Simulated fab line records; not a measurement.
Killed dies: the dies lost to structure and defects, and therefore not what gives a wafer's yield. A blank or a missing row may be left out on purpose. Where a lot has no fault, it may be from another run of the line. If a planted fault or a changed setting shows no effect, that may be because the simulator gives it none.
Matching of chambers	flow n5_finfet	N5_HKMG_FIN_STRIP_34 on rie_diel-03: 4 sister chambers
The step strips in CF4. 8 wafers are shown with their chamber, then 7 later ones without.

## WAFERS PAIRED WITH THEIR CHAMBERS
wafer	chamber	drypump_motor_current_A (A)	showerhead_plenum_p_Torr (Torr)
L076.1	1	6.6	1.71
L076.2	3	6.5	1.69
L076.5	1	6.5	1.71
L079.4	2	4.8	1.77
L080.4	2	4.8	1.77
L080.5	0	5.0	1.83
L081.1	3	6.5	1.89
L081.2	0	5.0	1.83

## WAFERS MISSING THEIR CHAMBER
wafer	drypump_motor_current_A (A)	showerhead_plenum_p_Torr (Torr)
L081.3	6.6	1.71
L083.2	5.0	1.83
L083.5	6.5	1.89
L083.6	4.8	1.77
L084.3	4.8	1.77
L084.5	5.0	1.83
L084.6	6.5	1.89

## CHAMBER TAKEN BY EACH
wafer	from the rows above	in truth
L081.3	can't be placed: 1 or 3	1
L083.2	0	0
L083.5	can't be placed: 3 or 1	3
L083.6	2	2
L084.3	2	2
L084.5	0	0
L084.6	can't be placed: 3 or 1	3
4 of 7 placed correctly. From these rows, 3 cannot be placed; in 3 the true chamber is one of the candidates. Placed wrongly: 0.
How it was worked out, from the rows above alone: a wafer's distance from a chamber is the root of the sum, over the readings, of the square of ((its reading less the chamber's mean) divided by the reading's scatter). The wafer belongs to the nearest chamber; if the next one is less than 2 further off, it can't be placed. The mean given for a chamber averages the wafers shown for that chamber. The scatter: take each reading less its chamber's mean, square it, sum over the shown wafers, divide by the number of wafers less the number of chambers, and take the root.
